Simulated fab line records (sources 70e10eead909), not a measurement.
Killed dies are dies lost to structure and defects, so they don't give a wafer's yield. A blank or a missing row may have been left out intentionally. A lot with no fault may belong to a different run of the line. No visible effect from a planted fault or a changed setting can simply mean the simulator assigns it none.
What tool caused it? :: flow nand_harc :: Sampling: 6 lots, 17 wafers, 2 of 1302 route steps

== WHAT THE GAUGES READ, wafer by wafer ==
NHARC_P_ZERO_WELL_CD_MEAS_37 targets a cd of 720 nm.
lot: L124
measured: day 2 12:51
on: cd_sem-02
cd_nm (nm): 717.8 718.0 717.9

lot: L135
measured: day 7 02:22
on: cd_sem-02
cd_nm (nm): 720.0 719.4

lot: L137
measured: day 7 20:00
on: cd_sem-03
cd_nm (nm): 718.8 717.6 719.5

lot: L141
measured: day 9 12:17
on: cd_sem-03
cd_nm (nm): 720.8 721.8 719.1

lot: L143
measured: day 10 08:14
on: cd_sem-03
cd_nm (nm): 717.6 719.1 719.3

lot: L145
measured: day 11 04:08
on: cd_sem-02
cd_nm (nm): 719.0 720.4 719.8

== TOOL THAT RAN EACH LOT (tool first, then ch and the chambers of the sampled wafers, then the start) ==
lot: L124
NHARC_P_ZERO_WELL_SOFTBAKE_06: litho_track-05 ch 0, day 2 06:00

lot: L135
NHARC_P_ZERO_WELL_SOFTBAKE_06: litho_track-07 ch 0, day 6 20:00

lot: L137
NHARC_P_ZERO_WELL_SOFTBAKE_06: litho_track-02 ch 0, day 7 16:00

lot: L141
NHARC_P_ZERO_WELL_SOFTBAKE_06: litho_track-07 ch 0, day 9 08:00

lot: L143
NHARC_P_ZERO_WELL_SOFTBAKE_06: litho_track-07 ch 0, day 10 04:00

lot: L145
NHARC_P_ZERO_WELL_SOFTBAKE_06: litho_track-05 ch 0, day 11 00:00
- NHARC_P_ZERO_WELL_SOFTBAKE_06: time 70 s.

== THE ANSWER, worked out from the rows above alone ==
Rule: the usual values come from the lots themselves. Put in order of their means at a reading, lots are off if they are a third of the lots or fewer, leave a main group of 4 or more, and stand apart from it by a gap of 3 or more times the standard deviation of the main group's means; of several such gaps the widest counts. If all means in a main group match to the digits the tables above print for the reading, that group is not used. Also off: a lot with no number at a reading for which 4 or more lots have one. All remaining lots with rows at the step are treated as sound.
Across all readings shown, no lot is off: no conclusion can be drawn from this.

== WHAT THE SIMULATOR PUT IN ==
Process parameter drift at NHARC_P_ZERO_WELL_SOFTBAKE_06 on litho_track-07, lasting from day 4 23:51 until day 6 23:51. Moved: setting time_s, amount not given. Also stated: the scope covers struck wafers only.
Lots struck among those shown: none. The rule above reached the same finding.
